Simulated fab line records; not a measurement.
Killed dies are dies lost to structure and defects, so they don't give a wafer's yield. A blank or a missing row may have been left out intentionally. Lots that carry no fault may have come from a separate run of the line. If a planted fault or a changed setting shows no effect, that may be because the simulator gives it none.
Split-lot trial :: flow n5_finfet :: on a route of 1938 steps: 7 lots, 21 wafers read

== THE SPLIT ITSELF ==
At N5_ILD0_ALD_15 (deposits SiNx, target thk 24 nm, pulse time 1 s, ald cycles 480), the setting ald_cycles was moved away from the recipe's 480 on 6 of the 21 wafers read, by -12.1% to +14.8%. This setting was run at the recipe's value on the other wafers.

Reading taken at the split's own step.

== THE READING ==
SiNx_of_ILD0_ALD_15.thk_nm (the simulator's own value, which no gauge read), in nm, at N5_ILD0_ALD_15 (deposits SiNx, target thk 24 nm, pulse time 1 s, ald cycles 480). No usual value for it is given in the file. Across the 15 wafers here that went through the recipe, the average is 24.0 nm and the standard deviation 0.11 nm.

wafer: L074.1
tool, chamber at the split: ald_sin-03, 2
ald_cycles as run: 480
against the recipe: recipe
SiNx_of_ILD0_ALD_15.thk_nm, nm: 23.8
against lot-mates on the recipe: -

wafer: L074.3
tool, chamber at the split: ald_sin-03, 3
ald_cycles as run: 480
against the recipe: recipe
SiNx_of_ILD0_ALD_15.thk_nm, nm: 24
against lot-mates on the recipe: -

wafer: L074.5
tool, chamber at the split: ald_sin-03, 3
ald_cycles as run: 480
against the recipe: recipe
SiNx_of_ILD0_ALD_15.thk_nm, nm: 24
against lot-mates on the recipe: -

wafer: L076.2
tool, chamber at the split: ald_sin-02, 0,3
ald_cycles as run: 480
against the recipe: recipe
SiNx_of_ILD0_ALD_15.thk_nm, nm: 24
against lot-mates on the recipe: -

wafer: L076.3
tool, chamber at the split: ald_sin-02, 0,3
ald_cycles as run: 480
against the recipe: recipe
SiNx_of_ILD0_ALD_15.thk_nm, nm: 24
against lot-mates on the recipe: -

wafer: L076.5
tool, chamber at the split: ald_sin-02, 2
ald_cycles as run: 480
against the recipe: recipe
SiNx_of_ILD0_ALD_15.thk_nm, nm: 24.2
against lot-mates on the recipe: -

wafer: L082.4
tool, chamber at the split: ald_sin-03, 3,0
ald_cycles as run: 480
against the recipe: recipe
SiNx_of_ILD0_ALD_15.thk_nm, nm: 24
against lot-mates on the recipe: -

wafer: L082.6
tool, chamber at the split: ald_sin-03, 3,0
ald_cycles as run: 480
against the recipe: recipe
SiNx_of_ILD0_ALD_15.thk_nm, nm: 24
against lot-mates on the recipe: -

wafer: L082.5
tool, chamber at the split: ald_sin-03, 1
ald_cycles as run: 422
against the recipe: -12.1%
SiNx_of_ILD0_ALD_15.thk_nm, nm: 21.2
against lot-mates on the recipe: -2.8

wafer: L083.1
tool, chamber at the split: ald_sin-01, 0
ald_cycles as run: 480
against the recipe: recipe
SiNx_of_ILD0_ALD_15.thk_nm, nm: 24
against lot-mates on the recipe: -

wafer: L083.3
tool, chamber at the split: ald_sin-01, 3,2
ald_cycles as run: 549
against the recipe: +14.4%
SiNx_of_ILD0_ALD_15.thk_nm, nm: 27.4
against lot-mates on the recipe: +3.4

wafer: L083.5
tool, chamber at the split: ald_sin-01, 3,2
ald_cycles as run: 549
against the recipe: +14.4%
SiNx_of_ILD0_ALD_15.thk_nm, nm: 27.4
against lot-mates on the recipe: +3.4

wafer: L084.2
tool, chamber at the split: ald_sin-03, 1
ald_cycles as run: 538
against the recipe: +12.1%
SiNx_of_ILD0_ALD_15.thk_nm, nm: 26.8
against lot-mates on the recipe: +2.8

wafer: L084.3
tool, chamber at the split: ald_sin-03, 3,2
ald_cycles as run: 480
against the recipe: recipe
SiNx_of_ILD0_ALD_15.thk_nm, nm: 24
against lot-mates on the recipe: -

wafer: L084.4
tool, chamber at the split: ald_sin-03, 3,2
ald_cycles as run: 480
against the recipe: recipe
SiNx_of_ILD0_ALD_15.thk_nm, nm: 24
against lot-mates on the recipe: -

wafer: L088.1
tool, chamber at the split: ald_sin-01, 1
ald_cycles as run: 480
against the recipe: recipe
SiNx_of_ILD0_ALD_15.thk_nm, nm: 24
against lot-mates on the recipe: -

wafer: L088.2
tool, chamber at the split: ald_sin-01, 0,3
ald_cycles as run: 480
against the recipe: recipe
SiNx_of_ILD0_ALD_15.thk_nm, nm: 23.8
against lot-mates on the recipe: -

wafer: L088.3
tool, chamber at the split: ald_sin-01, 0,3
ald_cycles as run: 480
against the recipe: recipe
SiNx_of_ILD0_ALD_15.thk_nm, nm: 23.8
against lot-mates on the recipe: -

wafer: L090.1
tool, chamber at the split: ald_sin-01, 1
ald_cycles as run: 551
against the recipe: +14.8%
SiNx_of_ILD0_ALD_15.thk_nm, nm: 27.6
against lot-mates on the recipe: +3.4

wafer: L090.2
tool, chamber at the split: ald_sin-01, 2
ald_cycles as run: 480
against the recipe: recipe
SiNx_of_ILD0_ALD_15.thk_nm, nm: 24.2
against lot-mates on the recipe: -

wafer: L090.4
tool, chamber at the split: ald_sin-01, 0
ald_cycles as run: 551
against the recipe: +14.8%
SiNx_of_ILD0_ALD_15.thk_nm, nm: 27.4
against lot-mates on the recipe: +3.2
Rows listing several chambers each stand for several wafers; the file does not say which wafer went through which chamber.

THE FIT
A straight line over all 21 wafers: SiNx_of_ILD0_ALD_15.thk_nm changes by +0.236 nm for each +1% of ald_cycles; r = +1.00; the points scatter about the line by 0.11 nm.
The same after taking each lot's own level away (the mean of its wafers on the recipe; 21 wafers): +0.23 nm for each +1%; r = +1.00; scatter 0.086 nm.
Per that fit: largest ald_cycles move, reading shift of 3.4 nm.
The lots' own levels span 23.87 to 24.20 nm, that is 2.9 times the standard deviation above.
The two slopes are in agreement: the lot-to-lot level therefore moves the slope only a little.
Check: for one of the wafers moved furthest among these (+14.8%), held out of the fit, the line's prediction against its lot-mates is +3.41 nm. Against them it came out at +3.4 nm.

== OTHER SPLITS APPLIED TO THESE WAFERS ==
These wafers also went through other splits before the reading. Each is held against what the fit with the lots' levels taken away leaves over:
other split on the same wafers: N5_SD_EPI_N_PEB_07 peb_time_s
wafers away from the commonest value: 9
r with SiNx_of_ILD0_ALD_15.thk_nm (lot level and that fit taken away): +0.09

other split on the same wafers: N5_SD_EPI_N_ETCH_16 target_depth_a
wafers away from the commonest value: 5
r with SiNx_of_ILD0_ALD_15.thk_nm (lot level and that fit taken away): -0.43

other split on the same wafers: N5_SD_EPI_N_EPI_21 time_s
wafers away from the commonest value: 4
r with SiNx_of_ILD0_ALD_15.thk_nm (lot level and that fit taken away): +0.10

== FILE'S OWN FIT ==
SiNx_of_ILD0_ALD_15.thk_nm changes by +0.23 nm for each +1% of ald_cycles, r = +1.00.
